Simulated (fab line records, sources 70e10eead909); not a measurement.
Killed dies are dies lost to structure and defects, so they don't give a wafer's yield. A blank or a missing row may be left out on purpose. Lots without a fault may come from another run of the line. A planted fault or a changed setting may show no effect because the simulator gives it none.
Chamber matching | flow nand_harc | NHARC_P_ZERO_WELL_DESCUM_39 on rie_diel-13: 4 sister chambers
The step chemistry O2, time 3 s. 8 wafers are shown with their chamber, then 7 later ones without.

WAFERS WITH THEIR CHAMBER
wafer  | chamber | showerhead_plenum_p_Torr (Torr) | drypump_motor_current_A (A)
L162.2 | 1       | 1.90                            | 5.64
L163.2 | 2       | 1.99                            | 5.39
L163.5 | 0       | 1.96                            | 5.85
L164.1 | 3       | 1.90                            | 6.02
L164.3 | 1       | 1.89                            | 5.61
L164.4 | 0       | 1.96                            | 5.88
L180.1 | 2       | 1.99                            | 5.38
L180.3 | 3       | 1.90                            | 6.03

WAFERS WITHOUT THEIR CHAMBER
wafer  | showerhead_plenum_p_Torr (Torr) | drypump_motor_current_A (A)
L180.6 | 1.89                            | 5.63
L181.2 | 1.99                            | 5.38
L181.4 | 1.90                            | 6.03
L181.5 | 1.99                            | 5.37
L183.1 | 1.96                            | 5.85
L183.2 | 1.99                            | 5.37
L183.6 | 1.99                            | 5.38

WHICH CHAMBER EACH WENT THROUGH
wafer  | from the rows above | in truth
L180.6 | 1                   | 1
L181.2 | 2                   | 2
L181.4 | 3                   | 3
L181.5 | 2                   | 2
L183.1 | 0                   | 0
L183.2 | 2                   | 2
L183.6 | 2                   | 2
Placed correctly: 7 of 7. Can't be placed from these rows: 0. Placed wrongly: 0.
How it was worked out, from the rows above alone: a wafer's distance from a chamber is the root of the sum, over the readings, of the square of ((its reading less the chamber's mean) divided by the reading's scatter). The wafer belongs to the nearest chamber; if the next one is less than 2 further off, it can't be placed. A chamber's mean is the mean of its shown wafers. The scatter: the root of (the sum of the squares of (reading less its chamber's mean) over the shown wafers, divided by (wafers less chambers)).
